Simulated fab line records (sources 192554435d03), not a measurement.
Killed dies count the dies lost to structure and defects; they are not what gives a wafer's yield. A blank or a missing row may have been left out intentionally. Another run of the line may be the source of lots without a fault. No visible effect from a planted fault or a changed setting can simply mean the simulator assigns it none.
Chamber matching	flow n5_finfet	rie_si-02 running N5_BEOL_M0_SAQP_MANDREL2_REMOVE_110: 4 sister chambers
The step chemistry HBr/Cl2/O2, target a-Si, stops on SiCN, bt time 10 s. 14 wafers are shown with their chamber, then 7 later ones without.

WAFERS, EACH WITH ITS CHAMBER
wafer	chamber	drypump_motor_current_A (A)	throttle_valve_pct (%)	oes_product_au (a.u.)
L075.1	0	5.7	36.76	1.004
L075.2	2	6.5	36.86	0.977
L075.5	1	5.1	37.24	0.992
L080.3	1	5.1	37.26	1.009
L080.4	2	6.5	36.86	0.994
L080.5	0	5.7	36.75	1.009
L084.2	3	5.8	36.73	1.002
L084.4	2	6.5	36.87	0.988
L084.6	0	5.7	36.75	1.011
L085.3	1	5.1	37.26	0.998
L085.4	3	5.9	36.71	1.004
L085.5	0	5.7	36.76	1.015
L095.2	3	5.9	36.73	1.013
L095.3	2	6.5	36.85	0.979

SIGNATURES (averages over the wafers above)
reading	chamber 0	chamber 1	chamber 2	chamber 3	scatter within a chamber
drypump_motor_current_A	5.700	5.100	6.500	5.867	0.0258
throttle_valve_pct	36.7550	37.2533	36.8600	36.7233	0.00913
oes_product_au	1.00975	0.99967	0.98450	1.00633	0.00685
Rule: a wafer's distance from a chamber is the root of the sum, over the readings, of the square of ((its reading less the chamber's mean) divided by the reading's scatter). If the next closest chamber is less than 2 further off than the closest, the wafer can't be placed; otherwise it belongs to the closest. How the scatter is found: for the shown wafers, subtract from each reading the mean of its chamber, square and add these, divide the total by (wafers less chambers), then take the root.

WAFERS WHOSE CHAMBER IS MISSING
wafer	drypump_motor_current_A (A)	throttle_valve_pct (%)	oes_product_au (a.u.)
L095.4	5.1	37.25	0.989
L092.4	5.9	36.75	1.009
L092.5	6.5	36.87	0.985
L092.6	5.1	37.25	0.991
L097.1	5.1	37.26	1.000
L097.2	5.7	36.74	1.006
L097.3	6.5	36.84	0.986

CHAMBER TAKEN BY EACH
wafer	from the rows above	in truth
L095.4	1	1
L092.4	3	3
L092.5	2	2
L092.6	1	1
L097.1	1	1
L097.2	0	0
L097.3	2	2
Placed correctly: 7 of 7. Not placeable from these rows: 0. 0 placed wrongly.
